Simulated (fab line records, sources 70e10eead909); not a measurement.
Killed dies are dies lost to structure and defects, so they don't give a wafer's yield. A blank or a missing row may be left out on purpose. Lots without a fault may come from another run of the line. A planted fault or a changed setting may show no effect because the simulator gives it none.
Chamber matching | flow nand_harc | NHARC_A_CONTACT_ALD_18 on ald_metal-04: 4 sister chambers
The step deposits TiN, target thk 3 nm, pulse time 1 s, ald cycles 150. 20 wafers are shown with their chamber, then 10 later ones without.

WAFERS WITH THEIR CHAMBER
wafer  | chamber | heater_power_w (W) | precursor_pulse_height_rel
L074.2 | 2       | 1223               | 1.005
L074.4 | 0       | 996                | 1.000
L074.5 | 2       | 1236               | 0.956
L076.1 | 0       | 991                | 1.043
L076.2 | 1       | 1191               | 1.015
L076.3 | 3       | 1095               | 1.001
L078.3 | 0       | 991                | 0.961
L078.4 | 2       | 1215               | 1.012
L078.6 | 2       | 1240               | 0.979
L080.1 | 0       | 1008               | 0.979
L080.3 | 3       | 1128               | 1.006
L080.5 | 2       | 1243               | 1.001
L082.3 | 2       | 1262               | 1.002
L082.4 | 3       | 1129               | 1.004
L082.6 | 2       | 1214               | 0.985
L085.1 | 0       | 1018               | 0.982
L085.4 | 3       | 1092               | 0.992
L085.6 | 0       | 997                | 1.007
L086.3 | 3       | 1102               | 1.020
L086.4 | 1       | 1197               | 0.982

SIGNATURES (means of the wafers above)
reading                    | chamber 0 | chamber 1 | chamber 2 | chamber 3 | scatter within a chamber
heater_power_w             | 1000.17   | 1194.00   | 1233.29   | 1109.20   | 15.1
precursor_pulse_height_rel | 0.99533   | 0.99850   | 0.99143   | 1.00460   | 0.0213
Rule: a wafer's distance from a chamber is the root of the sum, over the readings, of the square of ((its reading less the chamber's mean) divided by the reading's scatter). The wafer belongs to the nearest chamber; if the next one is less than 2 further off, it can't be placed. The scatter: the root of (the sum of the squares of (reading less its chamber's mean) over the shown wafers, divided by (wafers less chambers)).

WAFERS WITHOUT THEIR CHAMBER
wafer  | heater_power_w (W) | precursor_pulse_height_rel
L086.6 | 1090               | 0.977
L093.1 | 1222               | 1.016
L093.2 | 1044               | 0.975
L093.5 | 1201               | 1.042
L093.3 | 1132               | 0.980
L093.4 | 1076               | 0.998
L093.6 | 1142               | 1.006
L097.1 | 1204               | 1.010
L097.3 | 1080               | 1.021
L097.5 | 1209               | 0.996

WHICH CHAMBER EACH WENT THROUGH
wafer  | from the rows above     | in truth
L086.6 | 3                       | 3
L093.1 | can't be placed: 2 or 1 | 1
L093.2 | can't be placed: 0 or 3 | 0
L093.5 | can't be placed: 1 or 2 | 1
L093.3 | 3                       | 3
L093.4 | 3                       | 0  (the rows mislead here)
L093.6 | can't be placed: 3 or 1 | 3
L097.1 | can't be placed: 1 or 2 | 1
L097.3 | 3                       | 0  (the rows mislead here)
L097.5 | can't be placed: 1 or 2 | 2
Placed correctly: 2 of 10. Can't be placed from these rows: 6 (the true chamber is among the candidates in 6). Placed wrongly: 2.
